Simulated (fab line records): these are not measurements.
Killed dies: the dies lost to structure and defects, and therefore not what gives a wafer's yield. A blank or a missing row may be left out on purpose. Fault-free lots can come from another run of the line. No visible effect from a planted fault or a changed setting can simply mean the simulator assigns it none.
Matching of chambers || flow nand harc || 3 sister chambers for NHARC_A_BONDPAD_DEP_00 on pecvd-02
The step deposits SiCN, target thk 250 nm. 14 wafers are shown with their chamber, then 7 later ones without.

WAFERS, EACH WITH ITS CHAMBER
{"wafer": "L075.1", "chamber": 1, "heater power w (W)": 721}
{"wafer": "L075.3", "chamber": 2, "heater power w (W)": 592}
{"wafer": "L075.4", "chamber": 1, "heater power w (W)": 714}
{"wafer": "L078.3", "chamber": 2, "heater power w (W)": 576}
{"wafer": "L078.4", "chamber": 1, "heater power w (W)": 615}
{"wafer": "L078.6", "chamber": 2, "heater power w (W)": 600}
{"wafer": "L077.1", "chamber": 2, "heater power w (W)": 590}
{"wafer": "L077.2", "chamber": 0, "heater power w (W)": 537}
{"wafer": "L077.4", "chamber": 0, "heater power w (W)": 547}
{"wafer": "L079.1", "chamber": 1, "heater power w (W)": 701}
{"wafer": "L079.2", "chamber": 2, "heater power w (W)": 544}
{"wafer": "L079.6", "chamber": 0, "heater power w (W)": 532}
{"wafer": "L082.1", "chamber": 0, "heater power w (W)": 626}
{"wafer": "L082.2", "chamber": 2, "heater power w (W)": 553}

SIGNATURES (means of the wafers above)
{"reading": "heater power w", "chamber 0": 560.50, "chamber 1": 687.75, "chamber 2": 575.83, "scatter within a chamber": 37.8}
Rule: a wafer lies at a distance from a chamber equal to the root of the sum of squares, over the readings, of (its reading less the chamber's mean, divided by the reading's scatter). The wafer belongs to the nearest chamber; if the next one is less than 2 further off, it can't be placed. The scatter: the root of (the sum of the squares of (reading less its chamber's mean) over the shown wafers, divided by (wafers less chambers)).

WAFERS WITHOUT THEIR CHAMBER
{"wafer": "L082.4", "heater power w (W)": 503}
{"wafer": "L083.2", "heater power w (W)": 672}
{"wafer": "L083.4", "heater power w (W)": 662}
{"wafer": "L083.5", "heater power w (W)": 594}
{"wafer": "L093.2", "heater power w (W)": 618}
{"wafer": "L093.3", "heater power w (W)": 613}
{"wafer": "L093.6", "heater power w (W)": 647}

CHAMBER TAKEN BY EACH
{"wafer": "L082.4", "from the rows above": "can't be placed: 0 or 2", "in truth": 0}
{"wafer": "L083.2", "from the rows above": 1, "in truth": 1}
{"wafer": "L083.4", "from the rows above": "can't be placed: 1 or 2", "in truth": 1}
{"wafer": "L083.5", "from the rows above": "can't be placed: 2 or 0", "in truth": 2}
{"wafer": "L093.2", "from the rows above": "can't be placed: 2 or 0 or 1", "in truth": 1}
{"wafer": "L093.3", "from the rows above": "can't be placed: 2 or 0 or 1", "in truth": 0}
{"wafer": "L093.6", "from the rows above": "can't be placed: 1 or 2 or 0", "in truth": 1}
Placed correctly: 1 of 7. Can't be placed from these rows: 6 (the true chamber is among the candidates in 6). Number placed wrongly: 0.
